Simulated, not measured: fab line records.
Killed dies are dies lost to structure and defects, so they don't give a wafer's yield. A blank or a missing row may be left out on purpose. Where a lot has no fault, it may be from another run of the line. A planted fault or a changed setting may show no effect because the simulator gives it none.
Chamber matching | flow nandHarc | NHARC_A_DECK1_JOINT_ETCHBACK_00 on rieSi-01 has 4 sister chambers
The step etches the open film in HBr, target depth 30 nm, time 17.4 s. 22 wafers are shown with their chamber, then 11 later ones without.

EACH WAFER AND ITS CHAMBER
wafer  | chamber | drypumpMotorCurrentA (A) | throttleValvePct (%) | oesProductAu (a.u.)
L074.2 | 2       | 6.1                      | 23.288               | 0.997
L074.3 | 0       | 5.4                      | 23.265               | 0.996
L074.6 | 0       | 5.4                      | 23.262               | 0.997
L076.2 | 0       | 5.4                      | 23.263               | 1.002
L076.3 | 2       | 6.1                      | 23.270               | 0.994
L076.4 | 1       | 6.5                      | 23.276               | 0.994
L077.4 | 2       | 6.1                      | 23.263               | 0.998
L077.5 | 0       | 5.4                      | 23.254               | 1.000
L077.6 | 1       | 6.5                      | 23.262               | 1.002
L078.1 | 3       | 4.7                      | 23.268               | 0.995
L078.2 | 0       | 5.4                      | 23.261               | 1.006
L078.3 | 1       | 6.4                      | 23.259               | 1.003
L082.1 | 0       | 5.3                      | 23.264               | 1.001
L082.2 | 1       | 6.4                      | 23.252               | 0.996
L082.5 | 1       | 6.4                      | 23.273               | 1.003
L083.2 | 1       | 6.4                      | 23.262               | 0.993
L083.4 | 3       | 4.7                      | 23.256               | 0.985
L083.5 | 3       | 4.7                      | 23.258               | 0.999
L087.3 | 2       | 6.1                      | 23.278               | 0.989
L087.4 | 1       | 6.4                      | 23.274               | 0.998
L087.6 | 1       | 6.4                      | 23.264               | 0.991
L088.3 | 2       | 6.1                      | 23.282               | 1.006

SIGNATURES (averages over the wafers above)
reading              | chamber 0 | chamber 1 | chamber 2 | chamber 3 | scatter within a chamber
drypumpMotorCurrentA | 5.383     | 6.425     | 6.100     | 4.700     | 0.036
throttleValvePct     | 23.26150  | 23.26525  | 23.27620  | 23.26067  | 0.0076
oesProductAu         | 1.00033   | 0.99750   | 0.99680   | 0.99300   | 0.00518
Rule: for each reading, subtract the chamber's mean from the wafer's reading, divide by that reading's scatter and square the result; add these up over the readings and take the root, which gives the wafer's distance from the chamber. The wafer belongs to the nearest chamber; if the next one is less than 2 further off, it can't be placed. How the scatter is found: for the shown wafers, subtract from each reading the mean of its chamber, square and add these, divide the total by (wafers less chambers), then take the root.

WAFERS WITHOUT THEIR CHAMBER
wafer  | drypumpMotorCurrentA (A) | throttleValvePct (%) | oesProductAu (a.u.)
L088.4 | 4.7                      | 23.263               | 0.995
L088.6 | 6.4                      | 23.265               | 1.001
L090.2 | 5.4                      | 23.255               | 1.020
L090.3 | 4.7                      | 23.270               | 0.997
L090.5 | 6.4                      | 23.254               | 1.004
L093.4 | 5.4                      | 23.257               | 0.995
L093.5 | 4.8                      | 23.268               | 0.979
L093.6 | 5.4                      | 23.268               | 1.003
L094.1 | 6.1                      | 23.257               | 1.005
L094.2 | 5.4                      | 23.262               | 1.013
L094.4 | 6.5                      | 23.268               | 0.999

EACH ONE'S CHAMBER
wafer  | from the rows above | in truth
L088.4 | 3                   | 3
L088.6 | 1                   | 1
L090.2 | 0                   | 0
L090.3 | 3                   | 3
L090.5 | 1                   | 1
L093.4 | 0                   | 0
L093.5 | 3                   | 3
L093.6 | 0                   | 0
L094.1 | 2                   | 2
L094.2 | 0                   | 0
L094.4 | 1                   | 1
Correctly placed: 11 of 11. Left unplaced by these rows: 0. Number placed wrongly: 0.
